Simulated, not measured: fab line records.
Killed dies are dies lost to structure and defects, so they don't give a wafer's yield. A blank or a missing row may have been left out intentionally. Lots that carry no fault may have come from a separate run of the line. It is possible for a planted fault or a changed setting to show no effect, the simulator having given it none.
Lot-split experiment / flow n5Finfet / route with 1938 steps; 7 lots, 21 wafers read

## THE SPLIT
At N5_PMOS_HMC_CHANNEL_EPI_PEB_07 (peb time 60 s), the setting pebTimeS was moved away from the recipe's 60 s on 8 of the 21 wafers read, by -17.0% to +18.0%. For the rest of the wafers, this setting stayed at what the recipe calls for.

## SPLIT TO READING: what lies between them in the file, 1 step
- N5_PMOS_HMC_CHANNEL_EPI_DEVELOP_08: develop time 30 s

## THE READING
cdNm (nm) at N5_PMOS_HMC_CHANNEL_EPI_CD_MEAS_09, where the cd target is 237.4 nm. Fault-free wafers of this fab line usually give 237.3 nm, standard deviation 1.1 nm.

wafer=L078.2; tool, chamber at the split=lithoTrack-01, 0; pebTimeS as run, s=50.76; against the recipe=-15.4%; cdNm, nm=231.7; against lot-mates on the recipe=-6.1
wafer=L078.4; tool, chamber at the split=lithoTrack-01, 0; pebTimeS as run, s=60; against the recipe=recipe; cdNm, nm=237.3; against lot-mates on the recipe=-
wafer=L078.5; tool, chamber at the split=lithoTrack-01, 0; pebTimeS as run, s=60; against the recipe=recipe; cdNm, nm=238.2; against lot-mates on the recipe=-
wafer=L080.2; tool, chamber at the split=lithoTrack-01, 0; pebTimeS as run, s=60; against the recipe=recipe; cdNm, nm=235.4; against lot-mates on the recipe=-
wafer=L080.3; tool, chamber at the split=lithoTrack-01, 0; pebTimeS as run, s=60; against the recipe=recipe; cdNm, nm=236.7; against lot-mates on the recipe=-
wafer=L080.6; tool, chamber at the split=lithoTrack-01, 0; pebTimeS as run, s=49.77; against the recipe=-17.0%; cdNm, nm=229.2; against lot-mates on the recipe=-6.9
wafer=L083.2; tool, chamber at the split=lithoTrack-01, 0; pebTimeS as run, s=55.12; against the recipe=-8.1%; cdNm, nm=233.7; against lot-mates on the recipe=-3.4
wafer=L083.4; tool, chamber at the split=lithoTrack-01, 0; pebTimeS as run, s=60; against the recipe=recipe; cdNm, nm=237.1; against lot-mates on the recipe=-
wafer=L083.5; tool, chamber at the split=lithoTrack-01, 0; pebTimeS as run, s=55.12; against the recipe=-8.1%; cdNm, nm=234.4; against lot-mates on the recipe=-2.7
wafer=L085.1; tool, chamber at the split=lithoTrack-05, 0; pebTimeS as run, s=60; against the recipe=recipe; cdNm, nm=236.5; against lot-mates on the recipe=-
wafer=L085.4; tool, chamber at the split=lithoTrack-05, 0; pebTimeS as run, s=70.3; against the recipe=+17.2%; cdNm, nm=241.0; against lot-mates on the recipe=+4.5
wafer=L085.6; tool, chamber at the split=lithoTrack-05, 0; pebTimeS as run, s=70.3; against the recipe=+17.2%; cdNm, nm=243.5; against lot-mates on the recipe=+7.0
wafer=L086.4; tool, chamber at the split=lithoTrack-05, 0; pebTimeS as run, s=70.78; against the recipe=+18.0%; cdNm, nm=242.9; against lot-mates on the recipe=+6.4
wafer=L086.5; tool, chamber at the split=lithoTrack-05, 0; pebTimeS as run, s=60; against the recipe=recipe; cdNm, nm=236.5; against lot-mates on the recipe=-
wafer=L086.6; tool, chamber at the split=lithoTrack-05, 0; pebTimeS as run, s=70.78; against the recipe=+18.0%; cdNm, nm=242.2; against lot-mates on the recipe=+5.7
wafer=L091.3; tool, chamber at the split=lithoTrack-05, 0; pebTimeS as run, s=60; against the recipe=recipe; cdNm, nm=236.3; against lot-mates on the recipe=-
wafer=L091.4; tool, chamber at the split=lithoTrack-05, 0; pebTimeS as run, s=60; against the recipe=recipe; cdNm, nm=237.6; against lot-mates on the recipe=-
wafer=L091.6; tool, chamber at the split=lithoTrack-05, 0; pebTimeS as run, s=60; against the recipe=recipe; cdNm, nm=236.5; against lot-mates on the recipe=-
wafer=L095.1; tool, chamber at the split=lithoTrack-02, 0; pebTimeS as run, s=60; against the recipe=recipe; cdNm, nm=235.7; against lot-mates on the recipe=-
wafer=L095.2; tool, chamber at the split=lithoTrack-02, 0; pebTimeS as run, s=60; against the recipe=recipe; cdNm, nm=237.4; against lot-mates on the recipe=-
wafer=L095.3; tool, chamber at the split=lithoTrack-02, 0; pebTimeS as run, s=60; against the recipe=recipe; cdNm, nm=235.7; against lot-mates on the recipe=-

THE FIT
A straight line over all 21 wafers: cdNm changes by +0.344 nm for each +1% of pebTimeS; r = +0.97; the points scatter about the line by 0.88 nm.
The same after taking each lot's own level away (the mean of its wafers on the recipe; 21 wafers): +0.358 nm for each +1%; r = +0.98; scatter 0.68 nm.
Per that fit: largest pebTimeS move, reading shift of 6.4 nm.
The lots' own levels span 236.05 to 237.75 nm, that is 1.5 times the standard deviation above.
Hence the lot-to-lot level has little effect on the slope; both slopes agree.
Check: +6.24 nm against its lot-mates is what the line predicts for one of the wafers moved furthest among these (+18.0%) when that wafer is left out of the fit. Against them it came out at +6.4 nm.

## OTHER SPLITS ON THESE WAFERS
Before the reading, these wafers also passed through other splits. Each is held against what the fit with the lots' levels taken away leaves over:
other split on the same wafers=N5_WELL_APT_EXPOSE_05 doseMj; wafers away from the commonest value=6; r with cdNm (lot level and that fit taken away)=+0.08
other split on the same wafers=N5_WELL_APT_PEB_06 pebTimeS; wafers away from the commonest value=5; r with cdNm (lot level and that fit taken away)=-0.35
other split on the same wafers=N5_PMOS_HMC_CHANNEL_EPI_HM_DEP_34 timeS; wafers away from the commonest value=9; r with cdNm (lot level and that fit taken away)=+0.01

## THE WHOLE CHAIN: every reading that the file lists as answering this split, in the file's order
step=N5_PMOS_HMC_CHANNEL_EPI_CD_MEAS_09; what it does=target cd 237.4 nm; reading=cdNm; change (the file's fit)=+0.366 nm for each +1% of the setting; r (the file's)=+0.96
step=N5_PMOS_HMC_CHANNEL_EPI_DESCUM_14; what it does=chemistry O2, time 7.9 s; reading=PMOS_HMC_CHANNEL_EPI.cdNm (the simulator's own value, which no gauge read); change (the file's fit)=+0.37 nm for each +1% of the setting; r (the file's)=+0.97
step=N5_PMOS_HMC_CHANNEL_EPI_ETCH_32; what it does=etches BARC in N2/H2, stops on SiO2, target depth 85.8 nm, time 50.3 s; reading=PMOS_HMC_CHANNEL_EPI.cdNm (the simulator's own value, which no gauge read); change (the file's fit)=+0.355 nm for each +1% of the setting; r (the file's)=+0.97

## FILE'S OWN FIT
cdNm changes by +0.366 nm for each +1% of pebTimeS, r = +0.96.
